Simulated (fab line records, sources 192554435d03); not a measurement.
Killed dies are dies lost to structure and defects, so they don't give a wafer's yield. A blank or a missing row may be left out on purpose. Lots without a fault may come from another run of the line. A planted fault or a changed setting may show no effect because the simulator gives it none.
fab line records | flow n5_finfet
record lots=7 wafers=21
route steps=1938 shown BEOL_M11@1543 BEOL_M12@1649 BEOL_M14@1722 BEOL_M15@1809 PAD_METAL@1896 PASSIVATION@1929
start_h: hours from the record's first day to the start of the lot's first wafer shown | wait_h: hours since the lot's step before | " the same as in the row above | L1.1+2: a row that stands for several wafers | - no value, or no start given | * or withheld: withheld | < > ~ a bound
route shown NAME@n: a module of which the file shows steps, and the number in the route of the first | usual: mean/standard deviation of fault-free wafers | same: alike in all rows | chamber/n: place in a boat | sites: the reading at each site | _std_site: their standard deviation | _edge_site: outer sites' mean less inner sites' | radius_mm: how far each site lies from the wafer's centre | mask NAME#n: copy n | behind: the tool/chamber that last shaped the wafer | hold: why the lot was held/for how many hours/how that ended | device: the transistor (n, p or np) that didn't switch | end of line: the same wafers' tests at the end of the route | a step without rows: its recipe alone | killed: dies lost to structure and defects at the first sort, not the wafer's yield | map: a wafer's dies, x killed, . not, _ none there
set.NAME: the setting as run; set.NAME@STEP: as run at that earlier step | model.NAME: the simulator's own value behind a step, which no gauge read
lots whose settings were changed on purpose; a table a step, a row a wafer
## steps
# step N5_BEOL_M11_COAT_05
# recipe resist=CAR-ArF spin_rpm=1500 resist_thk_nm=90
# columns lot.wafer tool chamber start_h wait_h set.spin_rpm model.CAR-ArF_of_BEOL_M11_COAT_05.thk_nm
L074.3 litho_track-04 0 - - 1451 91.8
L074.4 " 0 " " 1500 90.4
L074.6 " 0 " " 1500 90
L077.1 litho_track-01 0 - - 1500 89.6
L077.2 " 0 " " 1500 89.4
L077.5 " 0 " " 1624 85.8
L078.3 litho_track-05 0 - - 1500 90.4
L078.5+6 " 0 " " 1500 90.2
L081.1 litho_track-04 0 - - 1500 89.8
L081.2+4 " 0 " " 1500 90
L082.4+5 litho_track-05 0 - - 1447 92.2
L082.6 " 0 " " 1500 90.6
L084.2 litho_track-05 0 - - 1500 90.2
L084.5 " 0 " " 1500 89.8
L084.6 " 0 " " 1359 94.8
L095.1+3 litho_track-04 0 - - 1500 89.6
L095.2 " 0 " " 1500 90
# step N5_BEOL_M11_EBR_07
# recipe solvent=PGMEA ebr_width_mm=1.5
# step N5_BEOL_M11_SOFTBAKE_06
# recipe temp_c=110 time_s=60 resist=CAR-ArF
# step N5_BEOL_M11_EXPOSE_08
# recipe mask_id=M11 na=1.35 source_shape=dipole sigma_inner=0.411 sigma_outer=0.611 polarization=te dose_mj=53.75
# step N5_BEOL_M11_PEB_09
# recipe peb_temp_c=withheld peb_time_s=60 resist=CAR-ArF
# step N5_BEOL_M11_DEVELOP_10
# recipe develop_time_s=30 developer=TMAH resist=CAR-ArF rinse_liquid=diw dry=air_spin dev_temp_c=23
# columns lot.wafer tool chamber start_h wait_h set.spin_rpm@BEOL_M11_COAT_05 model.CAR-ArF_of_BEOL_M11_COAT_05.thk_nm
L074.3 litho_track-05 0 - - 1451 90.2
L074.4 " 0 " " 1500 88.8
L074.6 " 0 " " 1500 88.4
L077.1+2 litho_track-04 0 - - 1500 87.8
L077.5 " 0 " " 1624 84.2
L078.3+5 litho_track-05 0 - - 1500 88.6
L078.6 " 0 " " 1500 88.4
L081.1 litho_track-05 0 - - 1500 88
L081.2+4 " 0 " " 1500 88.4
L082.4+5 litho_track-05 0 - - 1447 90.4
L082.6 " 0 " " 1500 89
L084.2 litho_track-01 0 - - 1500 88.4
L084.5 " 0 " " 1500 88.2
L084.6 " 0 " " 1359 93
L095.1 litho_track-01 0 - - 1500 87.8
L095.2 " 0 " " 1500 88.2
L095.3 " 0 " " 1500 88
# step N5_BEOL_M11_DESCUM_16
# recipe chemistry=O2 time_s=7.9 source_power_w=50 bias_power_w=20 pressure_mtorr=20 rf_frequency_hz=2.712e+07 temp_c=40 resist=CAR-ArF o2_flow_sccm=225
# step N5_BEOL_M11_ETCH_61
# recipe chemistry=CF4 target=SiARC target_depth_a=390 mask_material=CAR-ArF time_s=65 ion_energy_ev=80 pressure_mtorr=40 source_w=545 bias_w=36 Ar_flow_sccm=100 cf4_flow_sccm=100 ends=cleared
# columns lot.wafer tool chamber start_h wait_h set.spin_rpm@BEOL_M11_COAT_05 model.CAR-ArF_of_BEOL_M11_COAT_05.thk_nm
L074.3 rie_diel-05 1 212.79 0.0 1451 57.4
L074.4 " 2 " " 1500 55.8
L074.6 " 0 " " 1500 55.4
L077.1 rie_diel-03 3 234.14 0.0 1500 55.2
L077.2 " 1 " " 1500 55
L077.5 " 2 " " 1624 51.4
L078.3 rie_diel-03 2 245.42 0.0 1500 55.8
L078.5 " 0 " " 1500 56
L078.6 " 2 " " 1500 55.6
L081.1 rie_diel-03 1 258.22 0.0 1500 55.2
L081.2 " 0 " " 1500 55.6
L081.4 " 1 " " 1500 55.4
L082.4+5 rie_diel-05 2,1 265.78 0.0 1447 57.6
L082.6 " 2 " " 1500 56.2
L084.2 rie_diel-03 3 265.86 0.0 1500 55.6
L084.5 " 1 " " 1500 55.4
L084.6 " 0 " " 1359 60.4
L095.1+2+3 rie_diel-05 3,2,1 327.86 0.0 1500 55.2
# step N5_BEOL_M11_ETCH_62
# recipe chemistry=N2/H2 target=SOC target_depth_a=1100 overetch_a=220 mask_material=SiARC temp_c=40 time_s=165 ion_energy_ev=200 pressure_mtorr=30 source_w=840 bias_w=150 n2_flow_sccm=200 h2_flow_sccm=200
# columns lot.wafer tool chamber start_h wait_h set.spin_rpm@BEOL_M11_COAT_59 model.etch.depth_nm
L074.3 rie_diel-05 1 212.84 0.0 1500 99.89
L074.4 " 2 " " 1500 99.76
L074.6 " 0 " " 1500 99.94
L077.1+2 rie_diel-03 3,1 234.19 0.0 1500 100
L077.5 " 2 " " 1500 99.73
L078.3 rie_diel-03 2 245.47 0.0 1500 100
L078.5 " 0 " " 1406 103.1
L078.6 " 2 " " 1500 100.1
L081.1 rie_diel-03 1 258.27 0.0 1500 99.64
L081.2 " 0 " " 1500 100.3
L081.4 " 1 " " 1500 99.62
L082.4 rie_diel-05 2 265.83 0.0 1500 100.6
L082.5 " 1 " " 1500 100.3
L082.6 " 2 " " 1500 100.4
L084.2 rie_diel-03 3 265.91 0.0 1555 98.66
L084.5 " 1 " " 1500 100.2
L084.6 " 0 " " 1500 99.77
L095.1+2 rie_diel-05 3,2 327.91 0.0 1500 99.83
L095.3 " 1 " " 1395 103.5
# step N5_BEOL_M11_STRIP_68
# recipe chemistry=N2/H2 temp_c=40 n2_flow_sccm=200 h2_flow_sccm=200 rf_frequency_hz=6e+07
# step N5_BEOL_M11_STRIP_67
# recipe chemistry=CF4 resist=SiARC power_w=300 bias_power_w=75 pressure_mtorr=50 cf4_flow_sccm=150 rf_frequency_hz=6e+07
# step N5_BEOL_M11_HM_OPEN_17
# recipe chemistry=Cl2/BCl3 target_depth_a=200 overetch_a=60 target=TiN mask_material=SOC ion_energy_ev=150 pressure_mtorr=10 icp_w=1000 bias_w=126 Cl2_flow_sccm=53.25 bcl3_flow_sccm=21.75 Ar_flow_sccm=25
# columns lot.wafer tool chamber start_h wait_h set.spin_rpm@BEOL_M11_COAT_59 model.SOC_of_BEOL_M11_COAT_59.thk_nm
L074.3+4 rie_metal-02 0,1 213.06 0.1 1500 91.8
L074.6 " 1 " " 1500 92
L077.1+2+5 rie_metal-02 0,1,1 234.38 0.0 1500 92
L078.3 rie_metal-02 0 245.69 0.1 1500 92.2
L078.5 " 0 " " 1406 95.2
L078.6 " 1 " " 1500 92.4
L081.1+4 rie_metal-02 0 258.45 0.0 1500 91.8
L081.2 " 1 " " 1500 92.4
L082.4 rie_metal-03 0 266.05 0.1 1500 92.6
L082.5 " 0 " " 1500 92.2
L082.6 " 1 " " 1500 92.4
L084.2 rie_metal-01 1 266.09 0.0 1555 90.8
L084.5 " 1 " " 1500 92.4
L084.6 " 0 " " 1500 92
L095.1+2 rie_metal-01 1,0 328.09 0.0 1500 92
L095.3 " 1 " " 1395 95.6
# step N5_BEOL_M12_SPUTTER_44
# recipe material=Ta target_thk_a=100 temp_c=50 bias_v=80 power_w=15000 chamber_pressure_pa=0.07 time_s=16.13
# columns lot.wafer tool chamber start_h wait_h set.time_s model.Ta_of_BEOL_M12_SPUTTER_44.thk_nm
L074.3+6 pvd_sputter-02 - 222.50 0.0 16.13 10
L074.4 " - " " 14.18 9
L077.1+2 pvd_sputter-03 - 245.16 0.0 13.83 8.4
L077.5 " - " " 16.13 9.8
L078.3 pvd_sputter-02 - 258.27 0.0 16.13 10
L078.5 " - " " 14.48 9.2
L078.6 " - " " 14.48 9
L081.1 pvd_sputter-01 - 266.30 0.0 16.13 9.8
L081.2+4 " - " " 16.13 9.6
L082.4 pvd_sputter-03 - 274.52 0.0 15.12 9.2
L082.5 " - " " 16.13 10
L082.6 " - " " 15.12 9.4
L084.2+5+6 pvd_sputter-02 - 274.81 0.0 16.13 9.8
L095.1 pvd_sputter-02 - 353.46 0.0 16.13 9.8
L095.2+3 " - " " 17.12 10.4
# step N5_BEOL_M14_EXPOSE_07
# recipe mask_id=V13 na=0.8 source_shape=annular sigma_inner=0.5 sigma_outer=0.8 polarization=unpolarized attpsm_phase_deg=180 dose_mj=57
# columns lot.wafer tool chamber start_h wait_h mask set.dose_mj
L074.3+4 krf_scanner-01 0 228.17 - V13#0 57
L074.6 " 0 " " V13#0 54.73
L077.1+5 krf_scanner-02 0 252.67 - V13#0 54.32
L077.2 " 0 " " V13#0 57
L078.3+6 krf_scanner-01 0 265.31 - V13#0 60.55
L078.5 " 0 " " V13#0 57
L081.1+2+4 krf_scanner-01 0 272.30 - V13#0 57
L082.4+5+6 krf_scanner-01 0 280.36 - V13#0 57
L084.2+5+6 krf_scanner-01 0 281.82 - V13#0 58.74
L095.1+2+3 krf_scanner-02 0 361.03 - V13#0 57
# step N5_BEOL_M14_PEB_08
# recipe peb_temp_c=130 peb_time_s=90
# step N5_BEOL_M14_DEVELOP_09
# recipe develop_time_s=45 rinse_liquid=diw dry=air_spin dev_temp_c=21
# step N5_BEOL_M14_HARDBAKE_14
# recipe temp_c=130 time_s=120
# step N5_BEOL_M14_CD_MEAS_10
# recipe target_cd_nm=250 landing_energy_ev=500 detector=se_inlens polarity=opening
# usual cd_nm=249.5/1.9
# columns lot.wafer tool chamber start_h wait_h set.dose_mj@BEOL_M14_EXPOSE_07 cd_nm
L074.3 cd_sem-02 0 228.33 - 57 252.2
L074.4 " 0 " " 57 252.6
L074.6 " 0 " " 54.73 245.7
L077.1 cd_sem-02 0 252.85 - 54.32 241.3
L077.2 " 0 " " 57 249.1
L077.5 " 0 " " 54.32 239.3
L078.3 cd_sem-02 0 265.47 - 60.55 264.0
L078.5 " 0 " " 57 250.8
L078.6 " 0 " " 60.55 262.6
L081.1 cd_sem-03 0 272.47 - 57 251.0
L081.2 " 0 " " 57 250.5
L081.4 " 0 " " 57 249.1
L082.4 cd_sem-02 0 280.52 - 57 248.6
L082.5 " 0 " " 57 251.0
L082.6 " 0 " " 57 252.2
L084.2 cd_sem-03 0 281.99 - 58.74 255.0
L084.5 " 0 " " 58.74 252.2
L084.6 " 0 " " 58.74 254.4
L095.1 cd_sem-02 0 361.20 - 57 246.8
L095.2 " 0 " " 57 249.1
L095.3 " 0 " " 57 248.5
# step N5_BEOL_M14_DESCUM_15
# recipe chemistry=O2 time_s=7.9 source_power_w=50 bias_power_w=20 pressure_mtorr=20 rf_frequency_hz=2.712e+07 temp_c=40 o2_flow_sccm=225
# columns lot.wafer tool chamber start_h wait_h set.time_s
L074.3+6 rie_diel-06 0,1 228.82 0.4 6.545
L074.4 " 2 " " 7.9
L077.1+2+5 rie_diel-04 1,3,0 253.24 0.3 7.9
L078.3 rie_diel-06 3 265.56 0.0 7.9
L078.5+6 " 0,1 " " 7.034
L081.1+2+4 rie_diel-06 1,2,0 272.69 0.2 7.9
L082.4+6 rie_diel-06 3,1 280.63 0.0 7.388
L082.5 " 0 " " 7.9
L084.2 rie_diel-04 0 282.08 0.0 8.447
L084.5+6 " 3,1 " " 7.9
L095.1+2+3 rie_diel-04 3,1,0 361.29 0.0 6.24
# step N5_BEOL_M14_ETCH_59
# recipe chemistry=N2/H2 target=BARC target_depth_a=890 overetch_a=267 time_s=67.9 ion_energy_ev=200 pressure_mtorr=30 source_w=840 bias_w=150 n2_flow_sccm=200 h2_flow_sccm=200
# step N5_BEOL_M14_VIA_ETCH_16
# recipe chemistry=C4F8/O2/Ar target=SiO2 he_inner_torr=15 he_outer_torr=30 target_depth_a=12313 time_s=withheld ion_energy_ev=800 pressure_mtorr=20 source_w=1905 bias_w=2040 Ar_flow_sccm=400 C4F8_flow_sccm=16 O2_flow_sccm=12 ends=cleared
# step N5_BEOL_M14_STRIP_71
# recipe chemistry=post_etch_residue_remover time_s=60 temp_c=25 remover_ph=withheld remover_water_wt_pct=withheld remover_fluoride_wt_pct=withheld
# step N5_BEOL_M14_SRD_72
# recipe time_s=30 temp_c=23 rinse_liquid=diw dry=n2_spin spin_rpm=1500 dry_time_s=30
# step N5_BEOL_M14_CD_MEAS_17
# recipe target_cd_nm=250 polarity=opening
# usual cd_nm=250.4/2.2
# columns lot.wafer tool chamber start_h wait_h set.dose_mj@BEOL_M14_EXPOSE_07 cd_nm
L074.3 cd_sem-03 - 229.27 0.0 57 252.7
L074.4 " - " " 57 252.6
L074.6 " - " " 54.73 245.4
L077.1 cd_sem-01 - 253.68 0.0 54.32 244.3
L077.2 " - " " 57 249.6
L077.5 " - " " 54.32 241.0
L078.3 cd_sem-01 - 266.00 0.0 60.55 266.6
L078.5 " - " " 57 250.9
L078.6 " - " " 60.55 263.9
L081.1 cd_sem-02 - 273.12 0.0 57 252.2
L081.2 " - " " 57 251.7
L081.4 " - " " 57 248.6
L082.4 cd_sem-02 - 281.05 0.0 57 250.4
L082.5 " - " " 57 251.8
L082.6 " - " " 57 253.4
L084.2 cd_sem-03 - 282.52 0.0 58.74 255.8
L084.5 " - " " 58.74 253.0
L084.6 " - " " 58.74 256.1
L095.1 cd_sem-02 - 361.73 0.0 57 246.3
L095.2 " - " " 57 249.5
L095.3 " - " " 57 247.6
# step N5_BEOL_M15_TRENCH_ETCH_34
# recipe chemistry=C4F8/O2/Ar target=SiO2 target_depth_a=8729.3 he_inner_torr=15 he_outer_torr=30 time_s=199 ion_energy_ev=800 pressure_mtorr=20 source_w=1905 bias_w=2040 Ar_flow_sccm=400 C4F8_flow_sccm=16 O2_flow_sccm=12
# usual rf_vpp_V=2212/41
# columns lot.wafer tool chamber start_h wait_h set.bias_w rf_vpp_V
L074.3 rie_diel-03 2 235.30 0.0 2040 2198
L074.4 " 0 " " 1818 2097
L074.6 " 2 " " 1818 2027
L077.1 rie_diel-05 0 261.92 0.0 2040 2137
L077.2 " 1 " " 2040 2213
L077.5 " 2 " " 2040 2223
L078.3 rie_diel-01 0 271.81 0.0 2040 2157
L078.5 " 0 " " 2040 2157
L078.6 " 3 " " 2374 2417
L081.1 rie_diel-05 2 279.60 0.0 2040 2222
L081.2 " 1 " " 2040 2213
L081.4 " 3 " " 2040 2264
L082.4 rie_diel-03 3 287.18 0.0 2040 2164
L082.5 " 2 " " 1935 2118
L082.6 " 1 " " 1935 2146
L084.2 rie_diel-05 2 287.96 0.0 2040 2222
L084.5 " 3 " " 2040 2264
L084.6 " 2 " " 2040 2222
L095.1 rie_diel-03 3 369.38 0.0 2040 2164
L095.2 " 0 " " 2040 2271
L095.3 " 2 " " 2142 2273
# step N5_BEOL_M15_SPUTTER_44
# recipe material=Ta target_thk_a=150 temp_c=50 bias_v=80 power_w=15000 chamber_pressure_pa=0.07 time_s=24.19
# columns lot.wafer tool chamber start_h wait_h set.power_w model.Ta_of_BEOL_M15_SPUTTER_44.thk_nm
L074.3 pvd_sputter-03 - 236.15 0.0 15000 14.8
L074.4 " - " " 15000 15
L074.6 " - " " 15000 15.2
L077.1+2+5 pvd_sputter-03 - 263.34 0.0 15000 15
L078.3 pvd_sputter-01 - 272.74 0.0 15000 15.2
L078.5 " - " " 12480 12.4
L078.6 " - " " 12480 12.6
L081.1+2 pvd_sputter-03 - 280.36 0.0 15000 14.6
L081.4 " - " " 15000 14.8
L082.4 pvd_sputter-01 - 288.33 0.0 13530 13.6
L082.5 " - " " 15000 15.2
L082.6 " - " " 13530 13.4
L084.2 pvd_sputter-01 - 289.05 0.0 13680 13.8
L084.5 " - " " 15000 15
L084.6 " - " " 15000 14.8
L095.1+3 pvd_sputter-03 - 371.66 0.0 15000 14.8
L095.2 " - " " 17650 17.4
# step N5_PASSIVATION_AL_DEP_21
# recipe material=Al target_thk_a=28000 temp_c=400 time_s=170 power_w=30000 chamber_pressure_pa=0.4 gas=Ar
# columns lot.wafer tool chamber start_h wait_h set.time_s model.Al_of_PASSIVATION_AL_DEP_21.thk_nm
L074.3 pvd_sputter-02 - 245.67 0.1 170 2867
L074.4 " - " " 170 2833
L074.6 " - " " 170 2808
L077.1 pvd_sputter-03 - 272.78 0.1 170 2774
L077.2 " - " " 170 2772
L077.5 " - " " 157.3 2602
L078.3 pvd_sputter-01 - 284.13 0.1 170 2813
L078.5 " - " " 170 2806
L078.6 " - " " 170 2803
L081.1 pvd_sputter-01 - 291.51 0.1 170 2736
L081.2 " - " " 170 2770
L081.4 " - " " 170 2731
L082.4 pvd_sputter-03 - 298.79 0.1 170 2781
L082.5 " - " " 170 2773
L082.6 " - " " 170 2790
L084.2 pvd_sputter-02 - 298.87 0.1 170 2818
L084.5 " - " " 170 2825
L084.6 " - " " 170 2799
L095.1 pvd_sputter-01 - 379.63 0.1 191.3 3155
L095.2 " - " " 170 2761
L095.3 " - " " 191.3 3138
# step N5_PASSIVATION_PASS_ETCH_47
# recipe chemistry=CF4/O2 target=SiNx target_depth_a=7700 time_s=385 ion_energy_ev=100 pressure_mtorr=40 source_w=535 bias_w=49 Ar_flow_sccm=100 cf4_flow_sccm=100 O2_flow_sccm=10
# columns lot.wafer tool chamber start_h wait_h set.time_s model.etch.depth_nm
L074.3 rie_diel-02 0 248.33 0.0 385 770.9
L074.4 " 2 " " 302.5 587.6
L074.6 " 1 " " 385 776.8
L077.1 rie_diel-06 0 275.55 0.0 445 952.6
L077.2 " 3 " " 385 764.7
L077.5 " 0 " " 445 955.2
L078.3 rie_diel-02 2 286.72 0.0 385 746
L078.5 " 1 " " 462.1 921
L078.6 " 0 " " 385 770.1
L081.1 rie_diel-02 3 294.59 0.0 385 787.7
L081.2 " 1 " " 385 775.1
L081.4 " 2 " " 385 752.4
L082.4 rie_diel-06 1 301.40 0.0 385 795.6
L082.5 " 3 " " 385 751.9
L082.6 " 2 " " 385 809.8
L084.2 rie_diel-02 3 302.10 0.0 385 785.6
L084.5 " 2 " " 385 751.9
L084.6 " 1 " " 462.5 927.9
L095.1 rie_diel-04 1 382.15 0.0 425.2 880.7
L095.2 " 2 " " 385 784.9
L095.3 " 3 " " 385 790.7
## key
split step=N5_BEOL_M11_COAT_05 setting=spin_rpm stated=1500 by=wafer
response step=N5_BEOL_M11_COAT_05 reading=model.CAR-ArF_of_BEOL_M11_COAT_05.thk_nm change=-0.481 per=1% r=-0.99
response step=N5_BEOL_M11_DEVELOP_10 reading=model.CAR-ArF_of_BEOL_M11_COAT_05.thk_nm change=-0.468 per=1% r=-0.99
response step=N5_BEOL_M11_ETCH_61 reading=model.CAR-ArF_of_BEOL_M11_COAT_05.thk_nm change=-0.486 per=1% r=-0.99
split step=N5_BEOL_M12_SPUTTER_44 setting=time_s stated=16.13 by=wafer
response step=N5_BEOL_M12_SPUTTER_44 reading=model.Ta_of_BEOL_M12_SPUTTER_44.thk_nm change=+0.0929 per=1% r=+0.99
split step=N5_BEOL_M14_EXPOSE_07 setting=dose_mj stated=57 by=wafer
response step=N5_BEOL_M14_CD_MEAS_10 reading=cd_nm change=+1.9 per=1% r=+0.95
response step=N5_BEOL_M14_CD_MEAS_17 reading=cd_nm change=+1.96 per=1% r=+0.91
split step=N5_BEOL_M14_DESCUM_15 setting=time_s stated=7.9 by=wafer
response none clear
split step=N5_BEOL_M15_TRENCH_ETCH_34 setting=bias_w stated=2040 by=wafer
response step=N5_BEOL_M15_TRENCH_ETCH_34 reading=rf_vpp_V change=+14.1 per=1% r=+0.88
split step=N5_BEOL_M15_SPUTTER_44 setting=power_w stated=15000 by=wafer
response step=N5_BEOL_M15_SPUTTER_44 reading=model.Ta_of_BEOL_M15_SPUTTER_44.thk_nm change=+0.153 per=1% r=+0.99
split step=N5_PASSIVATION_AL_DEP_21 setting=time_s stated=170 by=wafer
response step=N5_PASSIVATION_AL_DEP_21 reading=model.Al_of_PASSIVATION_AL_DEP_21.thk_nm change=+28.7 per=1% r=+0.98
split step=N5_PASSIVATION_PASS_ETCH_47 setting=time_s stated=385 by=wafer
response step=N5_PASSIVATION_PASS_ETCH_47 reading=model.etch.depth_nm change=+8.89 per=1% r=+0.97
split outside_this_file step=N5_BEOL_M11_COAT_59 setting=spin_rpm
# split outside_this_file: this setting was split too, and the file shows its column; the key of that split is in another file
